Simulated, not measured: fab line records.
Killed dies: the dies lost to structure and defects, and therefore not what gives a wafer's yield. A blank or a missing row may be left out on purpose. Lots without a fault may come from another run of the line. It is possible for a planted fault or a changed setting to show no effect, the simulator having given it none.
Struck lot and sound lot, side by side || flow n5_finfet || 23 out of 1938 route steps
Sound: wafers L316.1, L316.2, L316.4. Struck: wafers L331.2, L331.3, L331.6. The cause is given at the end.
Order at every step that has rows: each side's tool, ch and its chambers, its first start. Under that, the readings that differ: sound wafers || struck wafers || difference of the means || sigmas: that difference in standard deviations of wafers without a fault.
alike: a reading whose means differ by less than 2 such deviations, as well as words and numbers matching on both sides. not compared: withheld readings; readings where some wafer has no value; bounds like >300 that might hide an equal value; numbers whose values overlap and for which the record gives no deviation.
The two part at a step that has a row with sigmas, a row that says differs or no value, or rows on one side only. When numbers do not overlap yet have no deviation, they are printed without sigmas and do not part them. Lack of a reading on every wafer of one side parts them only where that side has two or more wafers.

first, 8 steps without rows for these wafers: N5_BEOL_M12_SPUTTER_44 (material Ta, target thk 10 nm, time 16.13 s); N5_BEOL_M12_SPUTTER_45 (material Cu, target thk 80 nm, time 13.33 s); N5_BEOL_M12_ECD_47 (material Cu, target thk 720 nm); N5_BEOL_M12_ANNEAL_48 (time 90 s); N5_BEOL_M12_CMP_49 (polishes, stops on SiOC, t overpolish 20.6 s, target thk 320 nm); N5_BEOL_M12_PRE_CLEAN_52 (time 15 s); N5_BEOL_M12_DEP_53 (deposits SiCN from 3MS/NH3, target thk 30 nm, time 10.5 s); N5_BEOL_M13_ILD_DEP_00 (deposits SiOC from DEMS/O2, target thk 837.92 nm, time 166.4 s).
N5_BEOL_M13_COAT_58: time 60 s, resist thk 89 nm.
  sound on litho_track-02 ch 0, day 11 17:49; struck on litho_track-02 ch 0, day 15 19:20
{"reading": "spin_speed_rpm (rpm)", "sound": "1501.7 1501.6 1500.0", "struck": "1686.2 1687.5 1686.0", "difference": "+185.5", "sigmas": "+99 or more"}
{"reading": "model.BARC_of_BEOL_M13_COAT_58.thk_nm (nm)", "sound": "89.2 89.2 89.2", "struck": "83.6 83.6 83.6", "difference": -5.6, "sigmas": ""}
  alike: exhaust_pa
then, 8 steps without rows for these wafers: N5_BEOL_M13_COAT_04 (resist thk 400 nm); N5_BEOL_M13_EBR_06; N5_BEOL_M13_SOFTBAKE_05 (time 60 s); N5_BEOL_M13_EXPOSE_07 (exposes mask V12); N5_BEOL_M13_PEB_08 (peb time 90 s); N5_BEOL_M13_DEVELOP_09 (develop time 45 s); N5_BEOL_M13_HARDBAKE_14 (time 120 s); N5_BEOL_M13_DESCUM_15 (chemistry O2, time 7.9 s).
N5_BEOL_M13_ETCH_59: etches BARC in N2/H2, target depth 89 nm, overetch 26.7 nm, time 67.9 s.
  sound on rie_diel-03 ch 1,3, day 11 18:31; struck on rie_diel-01 ch 0,1,2, day 15 19:49
{"reading": "model.etch.depth_nm (nm)", "sound": "89.2 89.13 89.25", "struck": "83.61 83.51 83.6", "difference": -5.62, "sigmas": ""}
  alike: drypump_motor_current_A, oes_product_au, rf_vpp_V, showerhead_plenum_p_Torr, throttle_valve_pct
  not compared: rf_hours_counter_h
then, 2 steps without rows for these wafers: N5_BEOL_M13_VIA_ETCH_16 (etches SiOC in C4F8/O2/Ar, target depth 921.7 nm); N5_BEOL_M13_STRIP_63 (strips in N2/H2).
N5_BEOL_M13_STRIP_64: strips in N2/H2.
  sound on plasma_asher-01 ch 0,1, day 11 18:52; struck on plasma_asher-02 ch 0,1, day 15 20:10
{"reading": "strip_time_to_endpoint_s (s)", "sound": "31.36 31.35 31.38", "struck": "29.77 29.73 29.75", "difference": -1.61, "sigmas": -24}
  alike: drypump_motor_current_A, heater_power_w, oes_product_au
  not compared: rf_hours_counter_h
then, 1 step without rows for these wafers: N5_BEOL_M13_STRIP_71 (strips in post etch residue remover, time 60 s).
N5_PASSIVATION_PROBE_49:
  record: rows for the struck wafers here (prober-02, day 17 06:45), none for the sound ones

WHERE THEY PART
Earliest at N5_BEOL_M13_COAT_58; latest, in this record, at N5_PASSIVATION_PROBE_49.

WHY: the cause the simulator had injected
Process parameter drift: litho_track-02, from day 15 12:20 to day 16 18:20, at N5_BEOL_M13_COAT_58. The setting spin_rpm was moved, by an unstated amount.
